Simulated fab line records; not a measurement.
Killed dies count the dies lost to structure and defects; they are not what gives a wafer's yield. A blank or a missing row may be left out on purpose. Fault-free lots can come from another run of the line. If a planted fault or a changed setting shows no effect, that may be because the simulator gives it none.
Problem report, 8D (eight disciplines) form, completed by code -- flow n5 finfet -- the parts of the form that need people (team, actions taken, sign-off) are left out

== 1. THE ISSUE ==
Mean M6_THK at N5_BEOL_M6_THK_MEAS_53: 190.4 nm over 6 wafers in 2 lots; fault-free wafers: 80.4 nm, standard deviation 2.6. That puts it +42 standard deviations away from the usual mean.
The step: measures by xrf.
The first sign was on wafer L397.2 at day 13 08:26, on film metro-02. At this step, 24 wafers from 8 lots have a number in the record. The rule behind "out" and "out of limits": a value lying over 4 standard deviations away from the usual mean. The rest of the wafers with a number are treated as sound.

== 2. WHAT IT IS, AND WHAT IT ISN'T ==
question,is,is not
which readings at this step,M6_THK,-
which lots,"L397, L400","L381, L382, L385, L386, L387, L401"
which wafers of those lots,all that have a number,-
read on which gauges,"film metro-01, film metro-02",-
when,from day 13 08:26,up to then (15 sound wafers); but 3 sound wafers of L401 came after

== 3. WHAT RULES OUT EACH SUSPECT ==
Counting: a tool stays on the suspect list if, at a process step up to the reading, it processed all lots that are out and no sound lot following the first of them.
- the gauge at N5_BEOL_M6_THK_MEAS_53 has been ruled out. 2 gauges (film metro-01, film metro-02) read the wafers that are out.
- rie diel-02 at N5_BEOL_M6_STRIP_80 (strips in N2/H2, time 10 s): kept. It processed each lot that is out, first L397 at day 13 05:56, and no sound lot thereafter; up to then, the last sound lot it processed was L387 at day 10 20:55. With no start given for some of its lots, N5_BEOL_M6_STRIP_80 uses the hours and lot order of N5_BEOL_M6_OCD_MEAS_38.
- cmp-02 at N5_BEOL_M6_CMP_52 (polishes, stops on SiCOH lowk, t overpolish 6.9 s, target thk 80 nm): kept. It processed each lot that is out, first L397 at day 13 08:08, and no sound lot thereafter; up to then, the last sound lot it processed was L387 at day 10 22:55. Out on those wafers are its own readings of barrier field endpoint s, overpolish run s, time to endpoint s.
The count leaves cmp-02 at N5_BEOL_M6_CMP_52 and rie diel-02 at N5_BEOL_M6_STRIP_80.

== 4. THE CAUSE (what the simulator had put in) ==
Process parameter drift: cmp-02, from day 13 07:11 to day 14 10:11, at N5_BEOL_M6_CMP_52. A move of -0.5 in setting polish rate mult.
Counting leaves 2 suspects; this tool is one of them.

== 5. THE CHAIN OF EFFECTS, in route order ==
One row per reading whose mean, taken over the struck wafers that have a number, lies over 3 standard deviations from the usual. Only readings whose record carries a usual standard deviation are examined. hours: median over the lots of the time between each lot's start at the first step of this table that gives one and its start at this step. sigmas: the change, counted in usual standard deviations.
hours,step,reading,usual,on struck wafers,change,sigmas
0,N5_BEOL_M6_CMP_52,barrier field endpoint s,29.2 s,46.8,+17.6,+21
0,N5_BEOL_M6_CMP_52,overpolish run s,6.899 s,0.041,-6.858,-99 or more
0,N5_BEOL_M6_CMP_52,time to endpoint s,64 s,81,+17,+5.2
0,N5_BEOL_M6_THK_MEAS_53,M6_THK,80.4 nm,190.4,+110.0,+42
0,N5_BEOL_M6_INSPECT_58,raw defect count,79,1378,+1299,+59
90,N5_PASSIVATION_PROBE_49,defect limited yield,91.3 %,0.0,-91.3,-61
90,N5_PASSIVATION_PROBE_49,killed_at_M4_up,14,1088,+1074,+99 or more
90,N5_PASSIVATION_PROBE_49,killed dies,103,1180,+1077,+60
90,N5_PASSIVATION_PROBE_49,killed on rim,14,152,+138,+31
90,N5_PASSIVATION_PROBE_49,sort n pass,1077,0,-1077,-60
90,N5_PASSIVATION_PROBE_49,sort yield pct,91.2 %,0.0,-91.2,-61
Here are the process steps it includes:
- N5_BEOL_M6_CMP_52: polishes, stops on SiCOH lowk, t overpolish 6.9 s, target thk 80 nm.
- N5_PASSIVATION_PROBE_49

== 6. HOW IT WOULD HAVE BEEN CAUGHT EARLIER ==
In this record the first reading out of limits at a measuring or inspecting step was taken at day 13 08:26, 1 hour after the fault began at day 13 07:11.
At N5_BEOL_M6_CMP_52, the tool's own readings (barrier field endpoint s, overpolish run s, time to endpoint s) were out on each struck wafer the step has a row for, so an alarm limit on them would have fired on the first such wafer.
L400, from the lots that are out (2), started N5_BEOL_M6_CMP_52 on cmp-02 later than day 13 08:26. A hold on the tool at that time would have spared it.
